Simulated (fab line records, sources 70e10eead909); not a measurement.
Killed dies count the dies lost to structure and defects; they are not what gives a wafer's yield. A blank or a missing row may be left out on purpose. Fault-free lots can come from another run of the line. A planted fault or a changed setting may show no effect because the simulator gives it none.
2 desks looking at one fault || flow nand_harc || only its own numbers are on each desk; what lay behind them is given at the end

== THE DEFECT DESK ==
Per lot, the means of the sampled wafers with a number show what the inspections along the route counted. A lot is out of limits, marked OUT, if its mean lies more than 4 standard deviations from the usual mean; the brackets give that distance.
Columns: A = raw_defect_count at NHARC_P_M1_INSPECT_11, usual 4.9
{"lot": "L369", "first seen here": "day 7 05:53", "A": 6.3}
{"lot": "L374", "first seen here": "day 9 04:55", "A": 4.3}
{"lot": "L377", "first seen here": "day 10 06:27", "A": 6.0}
{"lot": "L378", "first seen here": "day 10 17:26", "A": 6.7}
{"lot": "L386", "first seen here": "day 14 02:40", "A": 4.0}
{"lot": "L388", "first seen here": "day 15 13:32", "A": 2.3}
Result from this desk: across the 6 lots, nothing is out of limits.

== AT THE METROLOGY DESK ==
What the gauges read, lot by lot, whatever tool the lot ran on: means of the sampled wafers that have a number. A lot is out of limits, marked OUT, if its mean lies more than 4 standard deviations from the usual mean; the brackets give that distance.
Columns: A = cd_nm at NHARC_P_M1_CD_MEAS_16, usual 130.0 nm; B = thk_nm at NHARC_P_M1_THK_MEAS_24, usual 158.2 nm
{"lot": "L369", "first seen here": "day 7 06:15", "A": 130.3, "B": 157.5}
{"lot": "L374", "first seen here": "day 9 05:16", "A": 128.4, "B": 157.8}
{"lot": "L377", "first seen here": "day 10 06:49", "A": 130.2, "B": 157.8}
{"lot": "L378", "first seen here": "day 10 17:49", "A": 130.0, "B": 157.6}
{"lot": "L386", "first seen here": "day 14 03:02", "A": 129.5, "B": 159.1}
{"lot": "L388", "first seen here": "day 15 13:54", "A": 129.4, "B": 158.2}
Result from this desk: across the 6 lots, nothing is out of limits.

== ALL TOGETHER ==
The defect desk saw nothing out of limits.
Nothing out of limits was seen by the metrology desk.

== WHAT HAD BEEN PUT IN BY THE SIMULATOR ==
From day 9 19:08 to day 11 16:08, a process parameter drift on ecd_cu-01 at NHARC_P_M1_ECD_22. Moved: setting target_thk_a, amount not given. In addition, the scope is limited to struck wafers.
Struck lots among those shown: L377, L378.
